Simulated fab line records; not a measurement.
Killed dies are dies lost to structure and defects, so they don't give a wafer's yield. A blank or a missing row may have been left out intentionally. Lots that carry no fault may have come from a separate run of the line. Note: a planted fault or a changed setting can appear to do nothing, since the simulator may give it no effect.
Matching of chambers / flow n5-finfet / N5_HKMG_FIN_ETCH_58 on rie-diel-04 has 4 sister chambers
The step etches SOC in N2/H2, target depth 215.8 nm, time 741 s. 20 wafers are shown with their chamber, then 10 later ones without.

== WAFERS WITH THEIR CHAMBER ==
wafer=L077.1; chamber=2; drypump-motor-current-A (A)=5.7; showerhead-plenum-p-Torr (Torr)=2.58; throttle-valve-pct (%)=17.81
wafer=L077.2; chamber=0; drypump-motor-current-A (A)=5.8; showerhead-plenum-p-Torr (Torr)=2.51; throttle-valve-pct (%)=18.04
wafer=L077.6; chamber=2; drypump-motor-current-A (A)=5.7; showerhead-plenum-p-Torr (Torr)=2.58; throttle-valve-pct (%)=17.80
wafer=L083.3; chamber=2; drypump-motor-current-A (A)=5.7; showerhead-plenum-p-Torr (Torr)=2.57; throttle-valve-pct (%)=17.84
wafer=L083.4; chamber=1; drypump-motor-current-A (A)=6.6; showerhead-plenum-p-Torr (Torr)=2.65; throttle-valve-pct (%)=18.12
wafer=L083.5; chamber=1; drypump-motor-current-A (A)=6.7; showerhead-plenum-p-Torr (Torr)=2.65; throttle-valve-pct (%)=18.13
wafer=L086.1; chamber=3; drypump-motor-current-A (A)=5.4; showerhead-plenum-p-Torr (Torr)=2.70; throttle-valve-pct (%)=17.47
wafer=L086.2; chamber=2; drypump-motor-current-A (A)=5.7; showerhead-plenum-p-Torr (Torr)=2.57; throttle-valve-pct (%)=17.83
wafer=L086.5; chamber=3; drypump-motor-current-A (A)=5.4; showerhead-plenum-p-Torr (Torr)=2.70; throttle-valve-pct (%)=17.50
wafer=L087.1; chamber=3; drypump-motor-current-A (A)=5.4; showerhead-plenum-p-Torr (Torr)=2.70; throttle-valve-pct (%)=17.48
wafer=L087.2; chamber=2; drypump-motor-current-A (A)=5.7; showerhead-plenum-p-Torr (Torr)=2.57; throttle-valve-pct (%)=17.84
wafer=L087.3; chamber=1; drypump-motor-current-A (A)=6.6; showerhead-plenum-p-Torr (Torr)=2.65; throttle-valve-pct (%)=18.15
wafer=L088.1; chamber=3; drypump-motor-current-A (A)=5.4; showerhead-plenum-p-Torr (Torr)=2.70; throttle-valve-pct (%)=17.49
wafer=L088.2; chamber=1; drypump-motor-current-A (A)=6.6; showerhead-plenum-p-Torr (Torr)=2.64; throttle-valve-pct (%)=18.15
wafer=L088.6; chamber=3; drypump-motor-current-A (A)=5.4; showerhead-plenum-p-Torr (Torr)=2.70; throttle-valve-pct (%)=17.51
wafer=L089.1; chamber=3; drypump-motor-current-A (A)=5.4; showerhead-plenum-p-Torr (Torr)=2.70; throttle-valve-pct (%)=17.49
wafer=L089.2; chamber=1; drypump-motor-current-A (A)=6.7; showerhead-plenum-p-Torr (Torr)=2.64; throttle-valve-pct (%)=18.16
wafer=L089.4; chamber=1; drypump-motor-current-A (A)=6.7; showerhead-plenum-p-Torr (Torr)=2.64; throttle-valve-pct (%)=18.17
wafer=L091.1; chamber=1; drypump-motor-current-A (A)=6.6; showerhead-plenum-p-Torr (Torr)=2.64; throttle-valve-pct (%)=18.18
wafer=L091.2; chamber=3; drypump-motor-current-A (A)=5.4; showerhead-plenum-p-Torr (Torr)=2.70; throttle-valve-pct (%)=17.50

SIGNATURES, as means of the wafers listed above
reading=drypump-motor-current-A; chamber 0=5.800; chamber 1=6.643; chamber 2=5.700; chamber 3=5.400; scatter within a chamber=0.0327
reading=showerhead-plenum-p-Torr; chamber 0=2.5100; chamber 1=2.6443; chamber 2=2.5740; chamber 3=2.7000; scatter within a chamber=0.00427
reading=throttle-valve-pct; chamber 0=18.0400; chamber 1=18.1514; chamber 2=17.8240; chamber 3=17.4914; scatter within a chamber=0.0178
Rule: a wafer's distance from a chamber is the root of the sum, over the readings, of the square of ((its reading less the chamber's mean) divided by the reading's scatter). If the next closest chamber is less than 2 further off than the closest, the wafer can't be placed; otherwise it belongs to the closest. The scatter: take each reading less its chamber's mean, square it, sum over the shown wafers, divide by the number of wafers less the number of chambers, and take the root.

== WAFERS WITHOUT THEIR CHAMBER ==
wafer=L091.3; drypump-motor-current-A (A)=5.7; showerhead-plenum-p-Torr (Torr)=2.57; throttle-valve-pct (%)=17.84
wafer=L092.2; drypump-motor-current-A (A)=5.4; showerhead-plenum-p-Torr (Torr)=2.69; throttle-valve-pct (%)=17.51
wafer=L092.4; drypump-motor-current-A (A)=5.4; showerhead-plenum-p-Torr (Torr)=2.69; throttle-valve-pct (%)=17.51
wafer=L092.6; drypump-motor-current-A (A)=5.7; showerhead-plenum-p-Torr (Torr)=2.56; throttle-valve-pct (%)=17.84
wafer=L096.1; drypump-motor-current-A (A)=5.8; showerhead-plenum-p-Torr (Torr)=2.49; throttle-valve-pct (%)=17.64
wafer=L096.2; drypump-motor-current-A (A)=5.7; showerhead-plenum-p-Torr (Torr)=2.56; throttle-valve-pct (%)=17.87
wafer=L096.5; drypump-motor-current-A (A)=5.4; showerhead-plenum-p-Torr (Torr)=2.69; throttle-valve-pct (%)=17.52
wafer=L097.2; drypump-motor-current-A (A)=6.6; showerhead-plenum-p-Torr (Torr)=2.63; throttle-valve-pct (%)=18.21
wafer=L097.3; drypump-motor-current-A (A)=5.4; showerhead-plenum-p-Torr (Torr)=2.69; throttle-valve-pct (%)=17.52
wafer=L097.4; drypump-motor-current-A (A)=5.7; showerhead-plenum-p-Torr (Torr)=2.56; throttle-valve-pct (%)=17.88

== THE CHAMBER EACH PASSED THROUGH ==
wafer=L091.3; from the rows above=2; in truth=2
wafer=L092.2; from the rows above=3; in truth=3
wafer=L092.4; from the rows above=3; in truth=3
wafer=L092.6; from the rows above=2; in truth=2
wafer=L096.1; from the rows above=can't be placed: 2 or 0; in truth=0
wafer=L096.2; from the rows above=2; in truth=2
wafer=L096.5; from the rows above=3; in truth=3
wafer=L097.2; from the rows above=1; in truth=1
wafer=L097.3; from the rows above=3; in truth=3
wafer=L097.4; from the rows above=2; in truth=2
Correct placement for 9 of the 10. Can't be placed from these rows: 1 (the true chamber is among the candidates in 1). Wrongly placed: 0.
